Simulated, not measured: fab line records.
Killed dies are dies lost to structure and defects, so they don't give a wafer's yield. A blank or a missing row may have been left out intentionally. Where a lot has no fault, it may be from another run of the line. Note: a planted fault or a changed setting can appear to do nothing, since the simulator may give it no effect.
Chamber matching :: flow n5Finfet :: 3 sister chambers for N5_BEOL_M6_ILD_DEP_00 on pecvd-03
The step deposits SiCOH lowk from DEMS/porogen, target thk 179.75 nm, time 33.4 s. 3 wafers are shown with their chamber, then 10 later ones without.

## WAFERS PAIRED WITH THEIR CHAMBERS
wafer: L079.4
chamber: 0
throttleValvePct (%): 14.1

wafer: L084.1
chamber: 1
throttleValvePct (%): 13.6

wafer: L086.4
chamber: 2
throttleValvePct (%): 12.4

## WAFERS WHOSE CHAMBER IS MISSING
wafer: L086.6
throttleValvePct (%): 13.8

wafer: L091.3
throttleValvePct (%): 12.4

wafer: L091.4
throttleValvePct (%): 13.7

wafer: L091.6
throttleValvePct (%): 12.7

wafer: L093.1
throttleValvePct (%): 13.5

wafer: L093.4
throttleValvePct (%): 13.6

wafer: L093.6
throttleValvePct (%): 13.8

wafer: L092.2
throttleValvePct (%): 12.8

wafer: L092.4
throttleValvePct (%): 13.7

wafer: L092.6
throttleValvePct (%): 12.5

## THE CHAMBER EACH PASSED THROUGH
wafer: L086.6
from the rows above: can't be placed: 1 or 0
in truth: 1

wafer: L091.3
from the rows above: 2
in truth: 2

wafer: L091.4
from the rows above: can't be placed: 1 or 0
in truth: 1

wafer: L091.6
from the rows above: 2
in truth: 2

wafer: L093.1
from the rows above: 1
in truth: 1

wafer: L093.4
from the rows above: 1
in truth: 1

wafer: L093.6
from the rows above: can't be placed: 1 or 0
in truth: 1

wafer: L092.2
from the rows above: 2
in truth: 2

wafer: L092.4
from the rows above: can't be placed: 1 or 0
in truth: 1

wafer: L092.6
from the rows above: 2
in truth: 2
Placed correctly: 6 of 10. From these rows, 4 cannot be placed; in 4 the true chamber is one of the candidates. Placed wrongly: 0.
How it was worked out, from the rows above alone: a wafer's distance from a chamber is the root of the sum, over the readings, of the square of ((its reading less the chamber's mean) divided by the reading's scatter). The wafer belongs to the nearest chamber; if the next one is less than 2 further off, it can't be placed. A chamber's mean is the mean of its shown wafers. The scatter: with one shown wafer a chamber, the root of the mean of the squares of how far each hidden wafer lies from its nearest shown one.
